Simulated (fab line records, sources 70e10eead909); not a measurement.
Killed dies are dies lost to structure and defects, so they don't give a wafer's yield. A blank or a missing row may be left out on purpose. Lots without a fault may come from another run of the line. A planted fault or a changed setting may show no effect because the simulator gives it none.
Which tool did it? | flow nand_harc | 7 lots, 21 wafers sampled, at 4 steps of a route of 1159

WHAT THE GAUGES READ, wafer by wafer
NHARC_END_SORT_01.
lot  | measured     | on        | killed_at_array
L564 | day 23 22:16 | prober-01 | 90 16 90

WHICH TOOL RAN EACH LOT (tool, then ch and the chambers of the sampled wafers, then the start)
lot  | NHARC_A_WL_FILL_ETCHBACK_05       | NHARC_A_BONDPAD_STRIP_15           | NHARC_THIN_TSV_DEGAS_53
L544 | rie_metal-03 ch 1, day 15 04:46   | rie_diel-11 ch 0,1,3, day 18 04:31 | pvd_sputter-01, day 19 07:40
L547 | rie_metal-01 ch 0,1, day 15 11:55 | rie_diel-11 ch 1,2,3, day 18 09:48 | pvd_sputter-01, day 19 09:04
L550 | rie_metal-01 ch 0,1, day 16 10:34 | rie_diel-06 ch 0,1,3, day 19 11:32 | pvd_sputter-02, day 20 09:34
L552 | rie_metal-01 ch 0,1, day 16 23:47 | rie_diel-06 ch 1,2, day 19 21:42   | pvd_sputter-02, day 20 17:25
L554 | rie_metal-01 ch 0,1, day 17 11:52 | rie_diel-08 ch 0,3, day 20 05:34   | pvd_sputter-02, day 21 02:00
L556 | rie_metal-01 ch 0,1, day 18 04:55 | rie_diel-06 ch 0,3, day 21 00:25   | pvd_sputter-03, day 21 20:09
L564 | rie_metal-01 ch 0,1, day 19 21:44 | rie_diel-06 ch 0,2,3, day 22 16:30 | pvd_sputter-03, day 23 13:07
- NHARC_A_WL_FILL_ETCHBACK_05: etches the open film in Cl2/BCl3, target depth 22 nm, time 60 s.
- NHARC_A_BONDPAD_STRIP_15: strips in O2.
- NHARC_THIN_TSV_DEGAS_53: time 60 s.

THE ANSWER, worked out from the rows above alone
Rule: what is usual is taken from the lots themselves. Put in order of their means at a reading, lots are off if they are a third of the lots or fewer, leave a main group of 4 or more, and stand apart from it by a gap of 3 or more times the standard deviation of the main group's means; of several such gaps the widest counts. A main group whose means are all the same, to the digits that the tables above print for the reading, isn't used. A lot without any number at a reading at which 4 lots or more have one is off too. The other lots that the step has rows for count as sound.
No lot is off at any reading shown: from this, nothing can be told.

WHAT THE SIMULATOR HAD PUT IN
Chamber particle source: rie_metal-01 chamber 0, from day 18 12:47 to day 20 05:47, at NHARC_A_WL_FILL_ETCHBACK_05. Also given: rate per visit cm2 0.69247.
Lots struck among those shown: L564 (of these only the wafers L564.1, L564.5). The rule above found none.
